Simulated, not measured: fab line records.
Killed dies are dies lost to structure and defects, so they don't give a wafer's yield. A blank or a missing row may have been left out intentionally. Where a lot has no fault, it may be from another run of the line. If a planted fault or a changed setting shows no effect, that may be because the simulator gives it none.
Comparing a struck lot with a sound one | flow n5_finfet | 15 out of 1938 route steps
Sound: these wafers, L528.2, L528.3, L528.6. Struck: wafer L538.6 (L538.2, L538.3, from the same lot, were not struck and are left out); the cause is given at the end.
Each step with rows lists, per side, the tool, then ch with its chambers, then its first start. Under that, the readings that differ: sound wafers | struck wafers | difference of the means | sigmas: that difference in standard deviations of wafers without a fault.
alike: readings with means less than 2 such deviations apart, plus words and numbers identical on both sides. not compared: withheld readings, readings lacking a value on some wafer, bounds such as >300 that could conceal the same value, and numbers that have no deviation in the record and whose values overlap.
A row with sigmas, a row that says differs or no value, or rows on one side alone: a step with any of these is where the two part. When numbers do not overlap yet have no deviation, they are printed without sigmas and do not part them. Lack of a reading on every wafer of one side parts them only where that side has two or more wafers.

N5_BEOL_M10_CD_MEAS_28: target cd 70 nm.
  sound on cd_sem-02 ch 0, day 12 16:11; struck on cd_sem-03 ch 0, day 15 01:44
  alike: cd_nm
N5_BEOL_M10_OVL_MEAS_29:
  sound on overlay-02 ch 0, day 12 16:13; struck on overlay-02 ch 0, day 15 01:46
  alike: V9_OVL
N5_BEOL_M10_INSPECT_30: inspects for defects (brightfield).
  sound: defect_inspect-01 at day 12 16:14; struck: defect_inspect-02 at day 15 01:47
  alike: raw_defect_count
N5_BEOL_M10_DESCUM_33: chemistry O2, time 7.9 s.
  sound on rie_diel-06 ch 1,2,3, day 12 16:41; struck on rie_diel-04 ch 1, day 15 01:50
  alike: drypump_motor_current_A, oes_product_au, rf_vpp_V, showerhead_plenum_p_Torr, throttle_valve_pct
  not compared: rf_hours_counter_h
N5_BEOL_M10_ETCH_65: etches SiARC in CF4, target depth 39 nm, time 65 s.
  sound on rie_diel-06 ch 1,2,3, day 12 16:44; struck on rie_diel-04 ch 1, day 15 01:52
  alike: drypump_motor_current_A, etch_rf_on_time_s, oes_product_au, rf_vpp_V, showerhead_plenum_p_Torr, throttle_valve_pct
  not compared: rf_hours_counter_h
then, 4 steps without rows for these wafers: N5_BEOL_M10_ETCH_66 (etches SOC in N2/H2, target depth 120 nm, overetch 24 nm, time 180 s); N5_BEOL_M10_STRIP_69 (strips in N2/H2); N5_BEOL_M10_VIA_ETCH_34 (etches SiCOH lowk in C4F6/O2, target depth 184.5 nm, time 69.2 s); N5_BEOL_M10_STRIP_73 (strips in C4F6/O2).
N5_BEOL_M10_STRIP_36: strips in N2/H2.
  sound on rie_diel-06 ch 1,2,3, day 12 16:58; struck on rie_diel-04 ch 1, day 15 02:06
  alike: chamber_pressure_mTorr, drypump_motor_current_A, oes_product_au, rf_vpp_V, showerhead_plenum_p_Torr, throttle_valve_pct
  not compared: rf_hours_counter_h
N5_BEOL_M10_TRENCH_ETCH_37: etches SiCOH lowk in C4F6/O2, target depth 148.83 nm, time 48 s.
  sound: rie_diel-06 ch 1,2,3; struck: rie_diel-04 ch 1
  alike: drypump_motor_current_A, oes_f_703_au, oes_product_au, rf_vpp_V, showerhead_plenum_p_Torr, throttle_valve_pct
  not compared: rf_hours_counter_h
N5_BEOL_M10_ETCH_41: etches SiCN in CH3F/O2, target depth 42.6 nm, time 86 s.
  sound: rie_diel-06 ch 1,2,3; struck: rie_diel-04 ch 1
  alike: drypump_motor_current_A, oes_product_au, rf_vpp_V, showerhead_plenum_p_Torr, throttle_valve_pct
  not compared: rf_hours_counter_h
N5_BEOL_M10_STRIP_77: strips in N2/H2, time 10 s.
  sound on rie_diel-06 ch 1,2,3, day 12 17:06; struck on rie_diel-04 ch 1, day 15 02:14
  reading                        | sound                | struck | difference | sigmas
  chamber_pressure_mTorr (mTorr) | 20.027 20.004 20.005 | 14.014 | -5.998     | -99 or more
  alike: drypump_motor_current_A, oes_product_au, rf_vpp_V, showerhead_plenum_p_Torr, throttle_valve_pct
  not compared: rf_hours_counter_h
N5_BEOL_M10_OCD_MEAS_38:
  sound: ocd-01 at day 12 17:11; struck: ocd-01 at day 15 02:19
  alike: trench_depth_nm
-- record jumps: 2 days separate the struck wafers' starts on either side; left off in module BEOL_M10, taken up again in module PASSIVATION, whose first shown step is the route's number 1936 --
N5_PASSIVATION_PROBE_49:
  record: rows for the struck wafers here (prober-02, day 17 07:00), none for the sound ones

== WHERE THEY PART ==
At N5_BEOL_M10_STRIP_77 first; at N5_PASSIVATION_PROBE_49 last (within this record only).

WHY: what had been put in by the simulator
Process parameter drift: rie_diel-04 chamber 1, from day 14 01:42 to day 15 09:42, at N5_BEOL_M10_STRIP_77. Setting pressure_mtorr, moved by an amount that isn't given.
